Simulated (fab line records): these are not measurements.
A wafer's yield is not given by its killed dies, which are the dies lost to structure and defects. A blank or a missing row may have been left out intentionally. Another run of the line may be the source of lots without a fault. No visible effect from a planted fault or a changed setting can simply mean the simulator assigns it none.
fab line records | flow n5_finfet
[record] lots = 6 | wafers = 18 | last_day = 19
route steps=1938 shown SD_EPI_P@295 BEOL_M4@1111
lots untouched by any fault: they come from a run of this same line in which no faults occurred
start_h: start of the lot's first displayed wafer, in hours after the record's first day | wait_h: hours from the lot's prior step to this one | " same as the row above | L1.1+2: one row covering several wafers at once | - no value present, or no start provided | * or withheld: withheld | < > ~ a bound
route shown NAME@n: NAME is a module with steps in the file, n the number in the route of the first one | usual: mean/standard deviation taken from wafers without a fault | same: alike in all rows | chamber/n: place in a boat | sites: per-site readings | _std_site: standard deviation across them | _edge_site: inner sites' mean taken away from outer sites' mean | radius_mm: how far each site lies from the wafer's centre | mask NAME#n: copy n | behind: tool/chamber where the wafer was last shaped | hold: the reason the lot was held/the length of the hold in hours/how it ended | device: the transistor (n, p or np) that didn't switch | end of line: tests of these same wafers at the route's end | for a step that has no rows: nothing shown but its recipe | killed: dies that structure and defects cost at the first sort, which is not the same as the wafer's yield | map: a wafer's dies, marking killed ones x, the rest . and places with no die _
set.NAME: the setting as run; set.NAME@STEP: as run at that earlier step | model.NAME: the simulator's own value behind a step, which no gauge read
lots seen at some steps along the route; tables by step, rows by wafer
services: from which hour (start_h, from the record's first day; less than 0 if before it) a tool's chamber was out of use, for how many hours, and why
[[steps]]
[step N5_SD_EPI_P_COAT_34]
[recipe] resist = SOC | temp_c = 250 | time_s = 60 | spin_rpm = 1500 | resist_thk_nm = 350
[step N5_SD_EPI_P_COAT_35]
[recipe] resist = SiARC | temp_c = 220 | time_s = 60 | spin_rpm = 1500 | resist_thk_nm = 35
[step N5_SD_EPI_P_COAT_03]
[recipe] resist = CAR-ArF-block | spin_rpm = 1500 | resist_thk_nm = 150
[step N5_SD_EPI_P_EBR_05]
[recipe] solvent = PGMEA | ebr_width_mm = 1.5
[step N5_SD_EPI_P_SOFTBAKE_04]
[recipe] temp_c = 110 | time_s = 60 | resist = CAR-ArF-block
[step N5_SD_EPI_P_EXPOSE_06]
[recipe] mask_id = SD_P_BLK | na = 1.35 | source_shape = conventional | sigma_outer = 0.8 | polarization = unpolarized | target_cd_nm = 240 | dose_mj = 39.5
[step N5_SD_EPI_P_PEB_07]
[recipe] peb_temp_c = 110 | peb_time_s = 60 | resist = CAR-ArF-block
[step N5_SD_EPI_P_DEVELOP_08]
[recipe] develop_time_s = 30 | developer = TMAH | resist = CAR-ArF-block | dev_temp_c = 23 | rinse_liquid = diw | dry = air_spin
[step N5_SD_EPI_P_CD_MEAS_09]
[recipe] target_cd_nm = 240 | landing_energy_ev = 500 | detector = se_inlens
[usual] cd_nm = 240.1/0.61
lot.wafer | tool      | chamber | start_h | wait_h | cd_nm
L598.1    | cd_sem-01 | 0       | 89.81   | -      | 240.2
L598.2    | "         | 0       | "       | "      | 241.0
L598.4    | "         | 0       | "       | "      | 240.0
L600.2    | cd_sem-03 | 0       | 104.07  | -      | 239.8
L600.5    | "         | 0       | "       | "      | 239.4
L600.6    | "         | 0       | "       | "      | 239.7
L603.1    | cd_sem-03 | 0       | 120.43  | -      | 239.7
L603.4    | "         | 0       | "       | "      | 239.9
L603.5    | "         | 0       | "       | "      | 239.0
L605.1    | cd_sem-01 | 0       | 131.33  | -      | 239.2
L605.4    | "         | 0       | "       | "      | 239.1
L605.6    | "         | 0       | "       | "      | 239.8
L614.4    | cd_sem-02 | 0       | 220.00  | -      | 240.0
L614.5    | "         | 0       | "       | "      | 239.7
L614.6    | "         | 0       | "       | "      | 239.6
L613.3    | cd_sem-02 | 0       | 221.38  | -      | 240.1
L613.5    | "         | 0       | "       | "      | 240.8
L613.6    | "         | 0       | "       | "      | 240.3
[step N5_SD_EPI_P_OVL_MEAS_10]
[recipe] points_per_wafer = 44
[usual] SD_P_BLK_OVL = -0.3/0.85
[same] points_per_wafer = 44
lot.wafer | tool       | chamber | start_h | wait_h | SD_P_BLK_OVL[nm]
L598.1    | overlay-02 | 0       | 89.84   | 0.0    | -0.8
L598.2    | "          | 0       | "       | "      | -1.1
L598.4    | "          | 0       | "       | "      | -0.2
L600.2    | overlay-01 | 0       | 104.10  | 0.0    | -1.3
L600.5    | "          | 0       | "       | "      | -0.5
L600.6    | "          | 0       | "       | "      | -1.1
L603.1    | overlay-01 | 0       | 120.46  | 0.0    | 0.3
L603.4    | "          | 0       | "       | "      | 0.4
L603.5    | "          | 0       | "       | "      | 0.2
L605.1    | overlay-01 | 0       | 131.36  | 0.0    | 0.7
L605.4    | "          | 0       | "       | "      | 0.4
L605.6    | "          | 0       | "       | "      | 1.4
L614.4    | overlay-01 | 0       | 220.02  | 0.0    | -0.9
L614.5    | "          | 0       | "       | "      | -0.1
L614.6    | "          | 0       | "       | "      | -0.5
L613.3    | overlay-01 | 0       | 221.40  | 0.0    | -0.9
L613.5    | "          | 0       | "       | "      | -1.3
L613.6    | "          | 0       | "       | "      | -1.3
[step N5_SD_EPI_P_INSPECT_11]
[recipe] mode = adi | inspect_instrument = macro
[usual] raw_defect_count = 2.0/1.4
lot.wafer | tool              | chamber | start_h | wait_h | raw_defect_count
L598.1    | defect_inspect-01 | -       | 89.86   | 0.0    | 0
L598.2    | "                 | -       | "       | "      | 0
L598.4    | "                 | -       | "       | "      | 2
L600.2    | defect_inspect-02 | -       | 104.12  | 0.0    | 3
L600.5    | "                 | -       | "       | "      | 3
L600.6    | "                 | -       | "       | "      | 1
L603.1    | defect_inspect-01 | -       | 120.49  | 0.0    | 2
L603.4    | "                 | -       | "       | "      | 0
L603.5    | "                 | -       | "       | "      | 1
L605.1    | defect_inspect-02 | -       | 131.38  | 0.0    | 1
L605.4    | "                 | -       | "       | "      | 1
L605.6    | "                 | -       | "       | "      | 2
L614.4    | defect_inspect-01 | -       | 220.05  | 0.0    | 0
L614.5    | "                 | -       | "       | "      | 4
L614.6    | "                 | -       | "       | "      | 3
L613.3    | defect_inspect-02 | -       | 221.48  | 0.1    | 0
L613.5    | "                 | -       | "       | "      | 0
L613.6    | "                 | -       | "       | "      | 2
[step N5_SD_EPI_P_DESCUM_14]
[recipe] chemistry = O2 | time_s = 7.9 | source_power_w = 50 | bias_power_w = 20 | pressure_mtorr = 20 | rf_frequency_hz = 2.712e+07 | temp_c = 40 | resist = CAR-ArF-block | o2_flow_sccm = 225
[usual] drypump_motor_current_A = 5.8/0.37 | oes_product_au = 0.77/0.081 | rf_vpp_V = 243.1/1.3 | showerhead_plenum_p_Torr = 2.09/0.068 | throttle_valve_pct = 20.52/0.17
lot.wafer | tool        | chamber | start_h | wait_h | drypump_motor_current_A | oes_product_au | rf_hours_counter_h | rf_vpp_V | showerhead_plenum_p_Torr | throttle_valve_pct
L598.1    | rie_diel-02 | 2       | 89.90   | 0.0    | 6.1                     | 0.91           | 35                 | 241.8    | 2.05                     | 20.42
L598.2    | "           | 0       | "       | "      | 4.8                     | 0.70           | 228                | 243.3    | 2.16                     | 20.78
L598.4    | "           | 1       | "       | "      | 5.6                     | 0.78           | 136                | 241.7    | 2.02                     | 20.67
L600.2    | rie_diel-03 | 0       | 104.15  | 0.0    | 5.9                     | 0.84           | 71                 | 244.5    | 2.20                     | 20.34
L600.5    | "           | 1       | "       | "      | 5.7                     | 0.74           | -                  | 243.8    | 2.09                     | 20.69
L600.6    | "           | 0       | "       | "      | 5.9                     | 0.84           | -                  | 245.2    | 2.20                     | 20.35
L603.1    | rie_diel-03 | 3       | 120.80  | 0.3    | 5.5                     | 0.73           | 158                | 244.1    | 2.18                     | 20.57
L603.4    | "           | 3       | "       | "      | 5.5                     | 0.72           | -                  | 244.9    | 2.18                     | 20.56
L603.5    | "           | 2       | "       | "      | 5.7                     | 0.71           | -                  | 241.4    | 2.00                     | 20.50
L605.1    | rie_diel-03 | 1       | 131.63  | 0.2    | 5.7                     | 0.74           | 167                | 242.2    | 2.08                     | 20.71
L605.4    | "           | 3       | "       | "      | 5.5                     | 0.72           | 162                | 243.5    | 2.18                     | 20.56
L605.6    | "           | 0       | "       | "      | 5.9                     | 0.83           | -                  | 244.4    | 2.19                     | 20.37
L614.4    | rie_diel-02 | 0       | 220.08  | 0.0    | 4.8                     | 1.00           | 3                  | 243.9    | 2.15                     | 20.42
L614.5    | "           | 1       | "       | "      | 5.6                     | 0.76           | -                  | 241.8    | 2.01                     | 20.70
L614.6    | "           | 2       | "       | "      | 6.0                     | 0.86           | -                  | 241.4    | 2.04                     | 20.48
L613.3    | rie_diel-05 | 2       | 221.66  | 0.2    | 6.2                     | 0.95           | 11                 | 241.9    | 2.05                     | 20.36
L613.5    | "           | 3       | "       | "      | 6.4                     | 0.76           | -                  | 243.2    | 2.08                     | 20.71
L613.6    | "           | 0       | "       | "      | 5.8                     | 0.69           | -                  | 242.0    | 2.08                     | 20.33
[step N5_SD_EPI_P_ETCH_36]
[recipe] chemistry = CF4 | target = SiARC | target_depth_a = 455 | mask_material = CAR-ArF-block | time_s = 75.8 | ion_energy_ev = 80 | pressure_mtorr = 40 | source_w = 545 | bias_w = 36 | Ar_flow_sccm = 100 | cf4_flow_sccm = 100 | ends = cleared
[usual] bias_w = 35.99/0.12 | drypump_motor_current_A = 5.8/0.36 | etch_rf_on_time_s = 75.8/1.2 | oes_product_au = 0.66/0.068 | rf_vpp_V = 184.2/1.2 | showerhead_plenum_p_Torr = 2.14/0.068 | throttle_valve_pct = 15.69/0.18
lot.wafer | tool        | chamber | start_h | wait_h | bias_w | drypump_motor_current_A | etch_rf_on_time_s | oes_product_au | rf_hours_counter_h | rf_vpp_V | showerhead_plenum_p_Torr | throttle_valve_pct
L598.1    | rie_diel-02 | 2       | 89.93   | 0.0    | 36.08  | 6.0                     | 73.9              | 0.78           | 35                 | 182.2    | 2.10                     | 15.52
L598.2    | "           | 0       | "       | "      | 35.92  | 4.8                     | 76.7              | 0.59           | 228                | 185.5    | 2.20                     | 15.94
L598.4    | "           | 1       | "       | "      | 35.97  | 5.6                     | 75.2              | 0.66           | 136                | 182.2    | 2.06                     | 15.75
L600.2    | rie_diel-03 | 0       | 104.19  | 0.0    | 36.16  | 5.9                     | 75.3              | 0.72           | 71                 | 185.6    | 2.25                     | 15.59
L600.5    | "           | 1       | "       | "      | 36.18  | 5.8                     | 76.2              | 0.63           | -                  | 184.2    | 2.14                     | 15.89
L600.6    | "           | 0       | "       | "      | 36.02  | 5.9                     | 75.2              | 0.71           | -                  | 184.6    | 2.25                     | 15.58
L603.1    | rie_diel-03 | 3       | 120.83  | 0.0    | 37.55  | 5.5                     | 75.9              | 0.62           | 158                | 191.3    | 2.22                     | 15.70
L603.4    | "           | 3       | "       | "      | 37.85  | 5.6                     | 75.9              | 0.62           | -                  | 190.6    | 2.22                     | 15.71
L603.5    | "           | 2       | "       | "      | 36.02  | 5.7                     | 75.2              | 0.62           | -                  | 183.1    | 2.05                     | 15.73
L605.1    | rie_diel-03 | 1       | 131.66  | 0.0    | 36.09  | 5.8                     | 75.1              | 0.63           | 167                | 184.1    | 2.14                     | 15.91
L605.4    | "           | 3       | "       | "      | 37.54  | 5.6                     | 75.0              | 0.62           | 162                | 190.3    | 2.22                     | 15.72
L605.6    | "           | 0       | "       | "      | 36.02  | 5.9                     | 74.5              | 0.71           | -                  | 184.1    | 2.25                     | 15.61
L614.4    | rie_diel-02 | 0       | 220.11  | 0.0    | 35.91  | 4.8                     | 73.7              | 0.85           | 3                  | 185.0    | 2.19                     | 15.45
L614.5    | "           | 1       | "       | "      | 36.22  | 5.6                     | 75.5              | 0.63           | -                  | 183.8    | 2.05                     | 15.82
L614.6    | "           | 2       | "       | "      | 35.67  | 6.1                     | 73.4              | 0.73           | -                  | 183.1    | 2.09                     | 15.58
L613.3    | rie_diel-05 | 2       | 221.70  | 0.0    | 36.08  | 6.2                     | 75.1              | 0.81           | 11                 | 182.7    | 2.11                     | 15.55
L613.5    | "           | 3       | "       | "      | 36.05  | 6.3                     | 74.6              | 0.65           | -                  | 183.4    | 2.14                     | 15.88
L613.6    | "           | 0       | "       | "      | 35.84  | 5.8                     | 77.1              | 0.58           | -                  | 184.2    | 2.12                     | 15.51
[step N5_SD_EPI_P_ETCH_37]
[recipe] chemistry = N2/H2 | target = SOC | overetch_a = 1080 | mask_material = SiARC | temp_c = 40 | ion_energy_ev = 100 | source_w = 3000 | bias_w = 133 | pressure_mtorr = 20 | time_s = 486 | n2_flow_sccm = 200 | h2_flow_sccm = 200 | ends = end_point
[usual] bias_w = 133.1/0.4 | drypump_motor_current_A = 5.8/0.36 | oes_product_au = 0.69/0.068 | rf_vpp_V = 240.7/1.5 | showerhead_plenum_p_Torr = 2.54/0.086 | throttle_valve_pct = 23.98/0.22
lot.wafer | tool        | chamber | start_h | wait_h | bias_w | drypump_motor_current_A | oes_product_au | rf_hours_counter_h | rf_vpp_V | showerhead_plenum_p_Torr | throttle_valve_pct
L598.1    | rie_diel-02 | 0       | 89.99   | 0.0    | 133.4  | 4.8                     | 0.63           | 228                | 241.0    | 2.61                     | 24.16
L598.2    | "           | 1       | "       | "      | 132.8  | 5.6                     | 0.69           | 136                | 239.6    | 2.44                     | 24.10
L598.4    | "           | 3       | "       | "      | 133.2  | 5.9                     | 0.66           | 152                | 238.3    | 2.44                     | 23.91
L600.2    | rie_diel-03 | 0       | 104.25  | 0.0    | 133.3  | 5.9                     | 0.75           | 71                 | 242.6    | 2.68                     | 24.07
L600.5    | "           | 1       | "       | "      | 132.8  | 5.7                     | 0.68           | -                  | 240.9    | 2.54                     | 24.42
L600.6    | "           | 0       | "       | "      | 132.9  | 5.9                     | 0.75           | -                  | 243.1    | 2.68                     | 24.08
L603.1    | rie_diel-03 | 3       | 120.89  | 0.0    | 132.9  | 5.5                     | 0.66           | 158                | 241.6    | 2.64                     | 23.87
L603.4    | "           | 3       | "       | "      | 132.6  | 5.5                     | 0.65           | -                  | 242.3    | 2.65                     | 23.86
L603.5    | "           | 2       | "       | "      | 133.4  | 5.7                     | 0.64           | -                  | 239.0    | 2.43                     | 23.77
L605.1    | rie_diel-03 | 1       | 131.72  | 0.0    | 133.1  | 5.7                     | 0.66           | 167                | 239.9    | 2.53                     | 24.43
L605.4    | "           | 3       | "       | "      | 133.4  | 5.5                     | 0.65           | 162                | 242.1    | 2.64                     | 23.88
L605.6    | "           | 0       | "       | "      | 132.8  | 6.0                     | 0.74           | -                  | 242.8    | 2.68                     | 24.08
L614.4    | rie_diel-02 | 0       | 220.17  | 0.0    | 133.7  | 4.8                     | 0.89           | 3                  | 241.1    | 2.60                     | 23.80
L614.5    | "           | 1       | "       | "      | 133.5  | 5.6                     | 0.67           | -                  | 240.2    | 2.43                     | 24.15
L614.6    | "           | 2       | "       | "      | 133.2  | 6.1                     | 0.76           | -                  | 239.5    | 2.47                     | 23.85
L613.3    | rie_diel-05 | 2       | 221.75  | 0.0    | 132.8  | 6.2                     | 0.84           | 11                 | 240.6    | 2.49                     | 23.64
L613.5    | "           | 3       | "       | "      | 132.5  | 6.4                     | 0.68           | -                  | 240.5    | 2.53                     | 24.10
L613.6    | "           | 0       | "       | "      | 133.2  | 5.8                     | 0.62           | -                  | 238.8    | 2.50                     | 23.77
[step N5_BEOL_M4_RC_MEAS_101]
[usual] DIBL_N = 36.5/1.2 | DIBL_P = 36.5/1.6 | IOFF_N = 0.162/0.023 | IOFF_P = 0.221/0.03 | ION_N = 678/8 | ION_P = 466/6.3 | SS_N = 71.6/0.46 | SS_P = 73.3/0.57 | VT_N = 249.2/2.6 | VT_P = -249/3.3
lot.wafer | tool      | chamber | start_h | wait_h | DIBL_N[mV/V] | DIBL_P[mV/V] | IOFF_N[nA/um] | IOFF_P[nA/um] | ION_N[uA/um] | ION_P[uA/um] | SS_N[mV/dec] | SS_P[mV/dec] | VT_N[mV] | VT_P[mV]
L598.1    | prober-01 | 0       | 257.00  | 0.0    | 33.2         | 33.1         | 0.115         | 0.157         | 663          | 455          | 70.6         | 72.7         | 252.9    | -255
L598.2    | "         | 0       | "       | "      | 34.5         | 34.8         | 0.137         | 0.185         | 671          | 463          | 71.1         | 73.2         | 251.7    | -255
L598.4    | "         | 0       | "       | "      | 34.7         | 35.0         | 0.136         | 0.178         | 674          | 464          | 71.2         | 73.5         | 255.9    | -254
L600.2    | prober-02 | 0       | 257.49  | 0.2    | 36.9         | 37.1         | 0.175         | 0.222         | 688          | 464          | 71.4         | 73.4         | 249.1    | -249
L600.5    | "         | 0       | "       | "      | 36.6         | 37.1         | 0.172         | 0.214         | 688          | 464          | 71.4         | 73.7         | 248.2    | -254
L600.6    | "         | 0       | "       | "      | 36.4         | 36.7         | 0.159         | 0.211         | 670          | 462          | 71.0         | 73.2         | 250.0    | -252
L603.1    | prober-02 | 0       | 287.61  | 0.0    | 37.1         | 37.3         | 0.189         | 0.216         | 674          | 457          | 72.2         | 74.2         | 248.0    | -252
L603.4    | "         | 0       | "       | "      | 37.2         | 37.1         | 0.190         | 0.208         | 685          | 462          | 71.8         | 73.6         | 248.4    | -254
L603.5    | "         | 0       | "       | "      | 36.5         | 36.4         | 0.179         | 0.199         | 675          | 457          | 72.6         | 74.2         | 248.9    | -252
L605.1    | prober-01 | 0       | 290.47  | 0.0    | 36.9         | 37.2         | 0.184         | 0.238         | 687          | 470          | 71.5         | 73.6         | 249.1    | -247
L605.4    | "         | 0       | "       | "      | 38.4         | 38.9         | 0.201         | 0.269         | 687          | 472          | 71.7         | 74.0         | 246.3    | -245
L605.6    | "         | 0       | "       | "      | 37.4         | 38.2         | 0.184         | 0.259         | 684          | 472          | 72.3         | 74.2         | 250.2    | -246
L614.4    | prober-02 | 0       | 358.34  | 0.5    | 36.3         | 35.3         | 0.180         | 0.254         | 690          | 472          | 71.7         | 74.0         | 247.8    | -244
L614.5    | "         | 0       | "       | "      | 33.5         | 32.8         | 0.139         | 0.205         | 685          | 474          | 71.1         | 72.4         | 250.6    | -247
L614.6    | "         | 0       | "       | "      | 36.1         | 35.2         | 0.184         | 0.261         | 698          | 475          | 71.4         | 72.7         | 244.3    | -243
L613.3    | prober-02 | 0       | 361.84  | 0.3    | 35.3         | 34.2         | 0.128         | 0.175         | 664          | 456          | 70.1         | 72.8         | 250.6    | -257
L613.5    | "         | 0       | "       | "      | 36.8         | 36.3         | 0.149         | 0.200         | 668          | 463          | 71.1         | 72.9         | 251.3    | -252
L613.6    | "         | 0       | "       | "      | 36.7         | 36.7         | 0.161         | 0.210         | 683          | 465          | 71.8         | 73.6         | 251.0    | -253
[[services]]
tool        | chamber | start_h | hours | kind
rie_diel-05 | 3       | 93.94   | 21.0  | repair
rie_diel-02 | 1       | 107.68  | 15.5  | repair
rie_diel-02 | 2       | 107.69  | 2.9   | repair
rie_diel-05 | 2       | 115.16  | -     | clean
rie_diel-05 | 2       | 115.16  | -     | consumable_replace:focus_ring
rie_diel-05 | 2       | 115.16  | 17.7  | scheduled_down
rie_diel-05 | 2       | 115.16  | 17.7  | vent_cycle
rie_diel-02 | -       | 151.09  | 15.6  | pm
rie_diel-05 | -       | 153.22  | 28.1  | pm
rie_diel-02 | 0       | 173.56  | -     | clean
rie_diel-02 | 0       | 173.56  | -     | consumable_replace:focus_ring
rie_diel-02 | 0       | 173.56  | 25.7  | scheduled_down
rie_diel-02 | 0       | 173.56  | 25.7  | vent_cycle
rie_diel-05 | 3       | 189.24  | 1.3   | repair
rie_diel-05 | -       | 207.38  | 2.6   | repair
rie_diel-05 | 1       | 213.83  | 14.7  | repair
rie_diel-05 | -       | 217.62  | 0.7   | repair
[[key]]
[first_sign] step = N5_SD_EPI_P_ETCH_36 | reading = bias_w | direction = up | sigmas = 14 | usual = * | struck = *
[effect] step = N5_SD_EPI_P_ETCH_36 | reading = rf_vpp_V | direction = up | sigmas = 5.4 | usual = 184.2 | struck = 190.7
met_at N5_SD_EPI_P_ETCH_36
struck_wafers L603.1,L603.4,L605.4
[fault] kind = process_parameter_drift | tool = rie_diel-03 | chamber = 3 | onset_h = 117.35 | steps = N5_SD_EPI_P_ETCH_36 | channel = bias_w | offset = * | shape = step | end_h = 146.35 | acts_in = * | stated = *
